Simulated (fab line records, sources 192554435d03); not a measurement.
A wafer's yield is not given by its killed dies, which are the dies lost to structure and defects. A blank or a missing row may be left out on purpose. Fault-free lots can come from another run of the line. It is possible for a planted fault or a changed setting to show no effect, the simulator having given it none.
fab line records	flow n5_finfet
[record] lots = 6	wafers = 18	last_day = 21
route steps=1938 shown DUMMY_REMOVAL@378 HKMG_FIN@385 BEOL_M4@1111
lots that met no fault: from a run of the same line without faults
start_h: start of the lot's first displayed wafer, in hours after the record's first day	wait_h: hours since the lot's step before	" identical to the entry in the row above	L1.1+2: one row covering several wafers at once	- either no value or no given start	* or withheld: withheld	< > ~ a bound
route shown NAME@n: a module of which the file shows steps, and the number in the route of the first	usual: average and standard deviation across the fault-free wafers	same: alike in all rows	chamber/n: place in a boat	sites: the reading at each site	_std_site: the values' standard deviation	_edge_site: outer sites' mean less inner sites'	radius_mm: for every site, how far away it sits from the centre of the wafer	mask NAME#n: copy n	behind: the most recent tool/chamber to have shaped the wafer	hold: the reason the lot was held/the length of the hold in hours/how it ended	device: whichever transistor did not switch (one of n, p or np)	end of line: tests run on the same wafers once the route is complete	step lacking rows: just its recipe	killed: dies that structure and defects cost at the first sort, which is not the same as the wafer's yield	map: the dies of a wafer, with x for killed, . for not killed, _ for no die there
set.NAME: the setting the step ran with; set.NAME@STEP: the setting that earlier step ran with	model.NAME: the simulator's own value behind a step, which no gauge read
a table for each step, a row for each wafer; lots at some steps of the route
services: when a tool's chamber went out of use (start_h, in hours from the record's first day, below 0 if earlier), for how many hours, and the reason
[[steps]]
[step N5_DUMMY_REMOVAL_STRIP_10]
[recipe] chemistry = N2/H2	time_s = 40	power_w = 100	temp_c = 40	pressure_mtorr = 100	rf_frequency_hz = 6e+07	bias_power_w = 3	n2_flow_sccm = 300	h2_flow_sccm = 300
[usual] bias_power_w = 2.999/0.0087	drypump_motor_current_A = 5.9/0.39	oes_product_au = 0.80/0.089	rf_vpp_V = 45.3/0.82	showerhead_plenum_p_Torr = 3.37/0.1	throttle_valve_pct = 12.19/0.22
lot.wafer	tool	chamber	start_h	wait_h	bias_power_w	drypump_motor_current_A	oes_product_au	rf_hours_counter_h	rf_vpp_V	showerhead_plenum_p_Torr	throttle_valve_pct
L224.1	rie_diel-06	0	105.90	0.0	2.997	6.5	0.79	121	45.1	3.52	12.19
L224.2	"	3	"	"	3.009	5.8	0.71	210	43.9	3.21	12.17
L224.6	"	3	"	"	3.001	5.8	0.70	-	43.4	3.21	12.17
L225.3	rie_diel-01	3	111.66	0.0	2.989	6.1	0.97	5	46.5	3.46	11.88
L225.5	"	0	"	"	2.986	5.4	0.68	-	45.7	3.33	12.61
L225.6	"	1	"	"	2.992	5.6	0.73	-	43.4	3.21	12.58
L229.3	rie_diel-01	2	138.37	0.0	3.010	5.7	0.84	61	44.9	3.43	12.29
L229.4	"	2	"	"	3.008	5.7	0.83	-	44.9	3.43	12.30
L229.5	"	3	"	"	2.996	6.1	0.94	-	46.3	3.46	11.91
L230.1	rie_diel-03	0	144.23	0.0	2.981	6.0	0.89	27	44.5	3.31	12.12
L230.2	"	3	"	"	2.992	6.2	0.83	84	44.9	3.27	11.91
L230.4	"	2	"	"	3.003	5.9	0.85	42	45.8	3.44	12.07
L232.1	rie_diel-03	0	154.31	0.0	2.994	6.0	0.89	30	45.0	3.31	12.12
L232.3	"	1	"	"	3.006	5.2	0.70	213	45.5	3.48	12.21
L232.4	"	2	"	"	2.998	5.9	0.85	45	46.0	3.44	12.08
L240.1	rie_diel-06	2	204.02	0.0	2.986	5.5	0.79	114	44.9	3.40	12.06
L240.2	"	1	"	"	3.000	6.3	0.94	19	45.5	3.32	12.08
L240.5	"	3	"	"	3.004	5.8	0.68	-	44.8	3.20	12.23
[step N5_DUMMY_REMOVAL_PRECLEAN_07]
[recipe] chemistry = dHF	time_s = 30	temp_c = 25	dilution = withheld
[step N5_DUMMY_REMOVAL_DUMMY_REMOVE_02]
[recipe] chemistry = TMAH	temp_c = 70	target = poly-Si	stop_on = SiO2	target_depth_nm = 142	conc_wt_pct = 5	time_s = 57	dry = ipa_marangoni	rinse_time_s = 30	rinse_temp_c = 23
[step N5_DUMMY_REMOVAL_INSPECT_06]
[recipe] inspect_instrument = brightfield	mode = aei
[usual] raw_defect_count = 12/6.5
lot.wafer	tool	chamber	start_h	wait_h	raw_defect_count
L224.1	defect_inspect-02	-	106.07	0.0	13
L224.2	"	-	"	"	14
L224.6	"	-	"	"	13
L225.3	defect_inspect-02	-	111.82	0.0	3
L225.5	"	-	"	"	8
L225.6	"	-	"	"	21
L229.3	defect_inspect-01	-	138.53	0.0	6
L229.4	"	-	"	"	7
L229.5	"	-	"	"	12
L230.1	defect_inspect-01	-	144.39	0.0	6
L230.2	"	-	"	"	16
L230.4	"	-	"	"	18
L232.1	defect_inspect-02	-	154.47	0.0	33
L232.3	"	-	"	"	28
L232.4	"	-	"	"	7
L240.1	defect_inspect-02	-	204.18	0.0	16
L240.2	"	-	"	"	16
L240.5	"	-	"	"	14
[step N5_DUMMY_REMOVAL_PRECLEAN_08]
[recipe] chemistry = NF3:NH3	afs_cycles = 2	temp_c = 30	time_s = 20	sublimation_temp_c = 180	sublimation_time_s = 60	pressure_torr = 3	rf_power_w = 30
[step N5_DUMMY_REMOVAL_PRECLEAN_04]
[recipe] chemistry = DHF	time_s = 37	temp_c = 25	dilution = 500:1
[step N5_DUMMY_REMOVAL_SRD_05]
[recipe] dry = ipa_marangoni	do_ppb = 5	time_s = 30	temp_c = 23	rinse_liquid = diw
[step N5_HKMG_FIN_IL_REGROW_00]
[recipe] material = SiO2	target_thk_a = 7.5	chemistry = O3	temp_c = withheld	time_s = 30
[step N5_HKMG_FIN_HK_ALD_01]
[recipe] material = HfO2	target_thk_a = 16	temp_c = withheld	ald_precursor_family = HfCl4	ald_co_reactant = H2O	pulse_time_s = 3	purge_time_s = 3	co_reactant_purge_time_s = 2.5	co_reactant_pulse_time_s = 0.3	ald_cycles = 30
[usual] precursor_pulse_height_rel = 1.000/0.02
[same] co_reactant_purge_time_s = 2.5
lot.wafer	tool	chamber	start_h	wait_h	precursor_pulse_height_rel
L224.1	ald_hk-03	0	106.43	0.0	1.006
L224.2	"	1	"	"	0.995
L224.6	"	2	"	"	1.011
L225.3	ald_hk-02	3	112.29	0.1	0.985
L225.5	"	1	"	"	1.001
L225.6	"	2	"	"	0.984
L229.3	ald_hk-03	3	138.89	0.0	0.981
L229.4	"	0	"	"	0.979
L229.5	"	1	"	"	1.011
L230.1	ald_hk-01	0	144.75	0.0	1.009
L230.2	"	1	"	"	1.009
L230.4	"	3	"	"	1.009
L232.1	ald_hk-02	0	154.84	0.0	1.015
L232.3	"	3	"	"	1.008
L232.4	"	1	"	"	1.018
L240.1	ald_hk-03	1	204.54	0.0	0.998
L240.2	"	3	"	"	0.988
L240.5	"	0	"	"	1.031
[step N5_HKMG_FIN_HK_ANNEAL_02]
[recipe] temp_c = 700	time_s = 30	ambient = N2	idle_temp_c = 600	ramp_up_c_per_s = 150	ramp_down_c_per_s = 60	cool_to_c = 600
[usual] lamp_power_pct = 8.80/0.054	lamp_zone_5_pct = 8.799/0.011	wafer_temp_C_max = 702.9/0.79
lot.wafer	tool	chamber	start_h	wait_h	lamp_power_pct	lamp_zone_5_pct	wafer_temp_C_max
L224.1	rtp_anneal-01	0	106.74	0.2	8.84	8.796	703.0
L224.2	"	0	"	"	8.87	8.798	702.0
L224.6	"	0	"	"	8.74	8.803	703.4
L225.3	rtp_anneal-02	0	112.73	0.3	8.83	8.795	706.3
L225.5	"	0	"	"	8.80	8.800	702.0
L225.6	"	0	"	"	8.91	8.799	703.7
L229.3	rtp_anneal-01	0	139.27	0.3	8.81	8.798	704.3
L229.4	"	0	"	"	8.78	8.791	702.1
L229.5	"	0	"	"	8.69	8.791	703.8
L230.1	rtp_anneal-02	0	144.94	0.1	8.85	8.795	702.5
L230.2	"	0	"	"	8.84	8.778	702.1
L230.4	"	0	"	"	8.83	8.818	702.6
L232.1	rtp_anneal-02	0	155.03	0.1	8.76	8.798	702.9
L232.3	"	0	"	"	8.80	8.799	704.0
L232.4	"	0	"	"	8.78	8.805	702.5
L240.1	rtp_anneal-02	0	204.73	0.1	8.83	8.817	702.7
L240.2	"	0	"	"	8.78	8.802	703.9
L240.5	"	0	"	"	8.86	8.792	702.9
[step N5_HKMG_FIN_ALD_74]
[recipe] material = La2O3	target_thk_a = 5	temp_c = 250	ald_precursor_family = La-Cp	ald_co_reactant = O3	pulse_time_s = 6	co_reactant_pulse_time_s = 1	purge_time_s = 3	co_reactant_purge_time_s = 3
[usual] heater_power_w = 350/22	precursor_pulse_height_rel = 1.000/0.021
[same] co_reactant_purge_time_s = 3
lot.wafer	tool	chamber	start_h	wait_h	heater_power_w	precursor_pulse_height_rel
L224.1	ald_hk-01	2	106.97	0.2	365	1.000
L224.2	"	3	"	"	335	1.028
L224.6	"	3	"	"	337	0.978
L225.3	ald_hk-03	1	112.90	0.1	349	1.025
L225.5	"	1	"	"	358	1.012
L225.6	"	0	"	"	325	0.994
L229.3	ald_hk-02	3	139.43	0.1	407	1.032
L229.4	"	2	"	"	344	0.991
L229.5	"	3	"	"	397	0.976
L230.1	ald_hk-03	1	145.16	0.2	352	0.991
L230.2	"	3	"	"	347	0.992
L230.4	"	2	"	"	373	0.999
L232.1	ald_hk-01	0	155.26	0.2	348	1.017
L232.3	"	2	"	"	374	0.999
L232.4	"	3	"	"	333	0.999
L240.1	ald_hk-02	2	204.94	0.2	368	1.010
L240.2	"	1	"	"	319	0.991
L240.5	"	1	"	"	321	0.987
[step N5_HKMG_FIN_ALD_75]
[recipe] material = Al2O3	target_thk_a = 10	temp_c = 150	ald_precursor_family = TMA	ald_co_reactant = H2O	pulse_time_s = withheld	co_reactant_pulse_time_s = 1
[usual] heater_power_w = 151/10	precursor_pulse_height_rel = 1.001/0.019
lot.wafer	tool	chamber	start_h	wait_h	heater_power_w	precursor_pulse_height_rel
L224.1	ald_hk-01	2	107.05	0.0	155	1.004
L224.2	"	3	"	"	147	0.980
L224.6	"	3	"	"	143	0.983
L225.3	ald_hk-03	1	112.98	0.0	155	1.035
L225.5	"	1	"	"	154	1.018
L225.6	"	0	"	"	144	1.030
L229.3	ald_hk-02	3	139.50	0.0	179	1.013
L229.4	"	2	"	"	156	0.985
L229.5	"	3	"	"	176	1.020
L230.1	ald_hk-03	1	145.23	0.0	153	1.013
L230.2	"	3	"	"	148	0.988
L230.4	"	2	"	"	160	1.024
L232.1	ald_hk-01	0	155.34	0.0	147	1.033
L232.3	"	2	"	"	156	0.992
L232.4	"	3	"	"	146	1.012
L240.1	ald_hk-02	2	205.02	0.0	155	1.024
L240.2	"	1	"	"	137	0.991
L240.5	"	1	"	"	138	0.987
[step N5_HKMG_FIN_COAT_41]
[recipe] resist = SOC	temp_c = 250	time_s = 60	spin_rpm = 1500	resist_thk_nm = 300
[usual] heater_power_total_W = 500.7/1.8	plate_temp_C = 249.97/0.18
lot.wafer	tool	chamber	start_h	wait_h	heater_power_total_W	plate_temp_C	model.SOC_of_HKMG_FIN_COAT_41.thk_nm
L224.1	litho_track-03	0	107.14	-	498.7	249.71	299.6
L224.2	"	0	"	"	501.7	249.99	298.4
L224.6	"	0	"	"	502.2	249.99	299.6
L225.3	litho_track-05	0	113.08	-	498.2	249.81	299.4
L225.5	"	0	"	"	503.2	249.92	300
L225.6	"	0	"	"	498.5	250.09	299.8
L229.3	litho_track-05	0	139.60	-	448.1	229.76	303.2
L229.4	"	0	"	"	449.8	229.11	303.2
L229.5	"	0	"	"	452.6	229.28	302.2
L230.1	litho_track-05	0	145.33	-	449.6	229.15	303.8
L230.2	"	0	"	"	448.0	229.14	302.4
L230.4	"	0	"	"	451.6	228.83	303.4
L232.1	litho_track-03	0	155.43	-	501.7	250.16	300.6
L232.3	"	0	"	"	503.3	250.18	300.6
L232.4	"	0	"	"	499.0	250.11	300.2
L240.1	litho_track-01	0	205.12	-	501.3	249.75	299.4
L240.2	"	0	"	"	502.6	249.58	300.4
L240.5	"	0	"	"	500.0	249.96	299.8
[step N5_HKMG_FIN_COAT_42]
[recipe] resist = SiARC	temp_c = 220	time_s = 60	spin_rpm = 1500	resist_thk_nm = 35
[step N5_BEOL_M4_RC_MEAS_101]
[usual] DIBL_N = 36.3/1.1	DIBL_P = 36.3/1.4	IOFF_N = 0.155/0.019	IOFF_P = 0.211/0.027	ION_N = 672/8.5	ION_P = 462/5.8	SS_N = 71.5/0.56	SS_P = 73.3/0.52	VT_N = 249.9/2.5	VT_P = -249.8/2.8
lot.wafer	tool	chamber	start_h	wait_h	DIBL_N[mV/V]	DIBL_P[mV/V]	IOFF_N[nA/um]	IOFF_P[nA/um]	ION_N[uA/um]	ION_P[uA/um]	SS_N[mV/dec]	SS_P[mV/dec]	VT_N[mV]	VT_P[mV]
L224.1	prober-01	0	256.89	0.0	34.6	33.0	0.116	0.163	660	453	70.9	72.6	253.1	-254.6
L224.2	"	0	"	"	38.5	37.7	0.177	0.217	671	459	71.1	74.3	247.6	-254.1
L224.6	"	0	"	"	36.9	36.7	0.152	0.209	665	456	71.6	73.0	250.0	-247.1
L225.3	prober-02	0	289.88	0.3	35.3	35.3	0.149	0.185	672	461	71.3	73.5	249.7	-252.8
L225.5	"	0	"	"	36.5	37.0	0.173	0.213	683	468	71.7	73.4	246.0	-247.2
L225.6	"	0	"	"	37.4	37.2	0.183	0.226	678	457	71.5	73.6	247.7	-249.5
L229.3	prober-01	0	324.41	0.3	36.5	36.3	0.144	0.179	664	454	71.0	72.9	252.7	-253.3
L229.4	"	0	"	"	37.4	38.0	0.157	0.202	668	453	71.6	73.4	251.0	-252.1
L229.5	"	0	"	"	37.2	37.4	0.153	0.197	668	454	72.6	73.4	248.3	-252.3
L230.1	prober-01	0	335.47	0.0	35.5	34.0	0.142	0.183	671	461	70.7	72.5	250.7	-249.9
L230.2	"	0	"	"	36.5	35.7	0.165	0.208	672	459	72.0	73.7	248.7	-251.2
L230.4	"	0	"	"	35.5	33.9	0.141	0.182	662	455	71.2	73.4	252.6	-252.8
L232.1	prober-02	0	354.88	0.0	35.3	34.7	0.149	0.230	675	468	71.3	72.3	248.8	-244.9
L232.3	"	0	"	"	34.4	33.6	0.127	0.205	668	465	71.0	73.2	250.5	-245.8
L232.4	"	0	"	"	37.8	37.0	0.181	0.268	672	468	72.1	74.3	245.3	-246.3
L240.1	prober-01	0	400.81	0.0	36.4	35.7	0.167	0.213	677	456	72.0	73.1	249.3	-249.3
L240.2	"	0	"	"	35.8	35.1	0.154	0.208	673	455	72.6	73.7	249.8	-249.9
L240.5	"	0	"	"	35.6	34.6	0.155	0.197	673	460	72.1	73.2	248.3	-250.5
[[services]]
tool	chamber	start_h	hours	kind
rie_diel-03	-	82.64	0.7	repair
rie_diel-03	3	106.94	1.8	repair
rie_diel-06	1	123.02	-	clean
rie_diel-06	1	123.02	-	consumable_replace:focus_ring
rie_diel-06	1	123.02	17.3	scheduled_down
rie_diel-06	1	123.02	17.3	vent_cycle
rie_diel-03	0	125.34	6.0	repair
rie_diel-01	0	128.42	-	clean
rie_diel-01	0	128.42	-	consumable_replace:focus_ring
rie_diel-01	0	128.42	12.2	scheduled_down
rie_diel-01	0	128.42	12.2	vent_cycle
ald_hk-03	-	147.12	2.8	pm
rie_diel-01	2	154.65	6.9	repair
rtp_anneal-02	-	164.30	4.1	pm
rtp_anneal-02	-	188.01	0.9	repair
rie_diel-01	0	189.86	5.1	repair
litho_track-03	-	190.34	-	consumable_replace:filter
[[key]]
[first_sign] step = N5_HKMG_FIN_COAT_41	reading = plate_temp_C	direction = down	sigmas = 99+	usual = *	struck = *
[effect] step = N5_HKMG_FIN_COAT_41	reading = heater_power_total_W	direction = down	sigmas = 29	usual = *	struck = *
[model_effect] step = N5_HKMG_FIN_COAT_41	value = SOC_of_HKMG_FIN_COAT_41.thk_nm	without = 299.3	struck = 303
met_at N5_HKMG_FIN_COAT_41
struck_wafers L229.3,L229.4,L229.5,L230.1,L230.2,L230.4
onset_between 113.08 139.60
[fault] kind = process_parameter_drift	tool = litho_track-05	chamber = -	onset_h = 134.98	steps = N5_HKMG_FIN_COAT_41	channel = temp_c	offset = *	shape = step	end_h = 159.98	acts_in = *	stated = *
